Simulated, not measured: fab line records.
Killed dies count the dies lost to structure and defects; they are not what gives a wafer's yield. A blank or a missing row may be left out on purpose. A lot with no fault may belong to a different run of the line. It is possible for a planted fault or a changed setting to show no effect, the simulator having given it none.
Struck lot and sound lot, side by side	flow n5_finfet	40 steps out of a route of 1938
Sound: these wafers, L729.1, L729.3, L729.6. Struck: wafer L713.4 (left out: L713.1, a lot-mate that was not struck); the cause follows at the end.
Each step with rows lists, per side, the tool, then ch with its chambers, then its first start. Under that, the readings that differ: sound wafers	struck wafers	difference of the means	sigmas: that difference in standard deviations of wafers without a fault.
alike: readings with means less than 2 such deviations apart, plus words and numbers identical on both sides. not compared: withheld readings, readings lacking a value on some wafer, bounds such as >300 that could conceal the same value, and numbers that have no deviation in the record and whose values overlap.
A row with sigmas, a row that says differs or no value, or rows on one side alone: a step with any of these is where the two part. Numbers that don't overlap but have no deviation are shown without sigmas and don't part them. A reading missing from all wafers of one side parts the sides only when that side holds two or more wafers.

first, 9 steps without rows for these wafers: N5_BEOL_M4_ANNEAL_95 (time 240 s); N5_BEOL_M4_SPUTTER_96 (material Cu, target thk 4.5 nm, time 8.29 s); N5_BEOL_M4_ECD_50 (material Cu, target thk 300 nm); N5_BEOL_M4_ANNEAL_51 (time 90 s); N5_BEOL_M4_CMP_52 (polishes, stops on SiOC, t overpolish 6.8 s, target thk 40 nm); N5_BEOL_M4_PRE_CLEAN_60 (time 15 s); N5_BEOL_M4_CO_CAP_55 (material Co, precursor CCTBA/H2, target thk 2 nm, time 102.1 s); N5_BEOL_M4_PRE_CLEAN_56 (time 15 s); N5_BEOL_M4_DEP_57 (deposits SiCN from 3MS/NH3, target thk 8 nm, time 14 s).
N5_BEOL_M4_RC_MEAS_101:
  sound on prober-01 ch 0, day 13 10:42; struck on prober-02 ch 0, day 9 14:45
  alike: DIBL_N, DIBL_P, IOFF_N, IOFF_P, ION_N, ION_P, SS_N, SS_P, VT_N, VT_P
then, 24 steps without rows for these wafers: N5_BEOL_M5_ILD_DEP_00 (deposits SiCOH lowk from DEMS/porogen, target thk 140.64 nm, time 25.9 s); N5_BEOL_M5_CURE_79 (cures SiCOH lowk, time 240 s); N5_BEOL_M5_PECVD_70 (deposits SiO2 from TEOS/O2, target thk 16 nm, time 18 s); N5_BEOL_M5_HM_DEP_02 (deposits TiN, target thk 20 nm); N5_BEOL_M5_COAT_59 (time 60 s, resist thk 60 nm); N5_BEOL_M5_COAT_60 (time 60 s, resist thk 12 nm); N5_BEOL_M5_COAT_71 (time 60 s, resist thk 5 nm); N5_BEOL_M5_COAT_05 (resist thk 30 nm); N5_BEOL_M5_EBR_07; N5_BEOL_M5_SOFTBAKE_06 (time 60 s); N5_BEOL_M5_EXPOSE_08 (exposes mask M5, target cd 28 nm); N5_BEOL_M5_PEB_09 (peb time 60 s); N5_BEOL_M5_DEVELOP_10 (develop time 30 s); N5_BEOL_M5_DESCUM_16 (chemistry O2, time 7 s); N5_BEOL_M5_ETCH_72 (etches underlayer in N2/H2, target depth 6.5 nm, time 5.2 s); N5_BEOL_M5_ETCH_61 (etches SiARC in CF4, target depth 15.6 nm, time 26 s); N5_BEOL_M5_ETCH_62 (etches SOC in N2/H2, target depth 75 nm, overetch 15 nm, time 112.5 s); N5_BEOL_M5_STRIP_63 (strips in N2/H2); N5_BEOL_M5_STRIP_73 (strips in N2/H2); N5_BEOL_M5_STRIP_64 (strips in CF4); N5_BEOL_M5_HM_OPEN_17 (chemistry Cl2/BCl3, target TiN, target depth 20 nm, overetch 6 nm); N5_BEOL_M5_STRIP_19 (strips in O2); N5_BEOL_M5_COAT_65 (time 60 s, resist thk 60 nm); N5_BEOL_M5_COAT_66 (time 60 s, resist thk 12 nm).
-- a jump in the record: the struck wafers' starts before and after are 3 days apart (it breaks off in module BEOL_M5 and resumes in module BEOL_M14, where the first step shown is number 1753 of the route) --
N5_BEOL_M14_TRENCH_ETCH_34: etches SiO2 in C4F8/O2/Ar, target depth 556.65 nm, time 126.9 s.
  sound on rie_diel-01 ch 0,2, day 16 19:51; struck on rie_diel-04 ch 1, day 12 20:08
reading	sound	struck	difference	sigmas
model.etch.depth_nm (nm)	557.5 552.6 560.9	156.1	-400.9	
  alike: drypump_motor_current_A, oes_product_au, rf_vpp_V, showerhead_plenum_p_Torr, throttle_valve_pct
  not compared: rf_hours_counter_h
N5_BEOL_M14_OCD_MEAS_35:
  sound on ocd-02, day 16 20:01; struck on ocd-01, day 12 20:17
reading	sound	struck	difference	sigmas
trench_depth_nm (nm)	558 553 562	156	-402	-24
N5_BEOL_M14_CMP_49: polishes, stops on SiO2, t overpolish 5.2 s, target thk 560 nm.
  sound on cmp-02 ch 0,2,3, day 16 23:32; struck on cmp-01 ch 2, day 12 23:37
reading	sound	struck	difference	sigmas
model.Cu_of_BEOL_M14_ECD_47.thk_nm (nm)	561.6 555 563	157.8	-402.1	
  alike: barrier_field_endpoint_s, clearing_platen_rpm, motor_current_A, overpolish_run_s, time_to_endpoint_s
N5_BEOL_M14_THK_MEAS_50: measures by xrf.
  sound on film_metro-01, day 16 23:47; struck on film_metro-01, day 12 23:55
reading	sound	struck	difference	sigmas
M14_THK (nm)	574 570 579	160	-414	-23
N5_BEOL_M14_RS_MEAS_54: the measuring method here is four-point-probe.
  sound on film_metro-01, day 16 23:55; struck on film_metro-02, day 13 00:04
reading	sound	struck	difference	sigmas
M14_RS (ohm/sq)	0.0331 0.0335 0.0330	0.1254	+0.0922	+92
N5_PASSIVATION_PROBE_49:
  record: rows for the struck wafers here (prober-01, day 13 19:48), none for the sound ones

WHERE THEY PART
Last at N5_PASSIVATION_PROBE_49 as far as this record goes, first at N5_BEOL_M14_OCD_MEAS_35.

WHY: what had been put in by the simulator
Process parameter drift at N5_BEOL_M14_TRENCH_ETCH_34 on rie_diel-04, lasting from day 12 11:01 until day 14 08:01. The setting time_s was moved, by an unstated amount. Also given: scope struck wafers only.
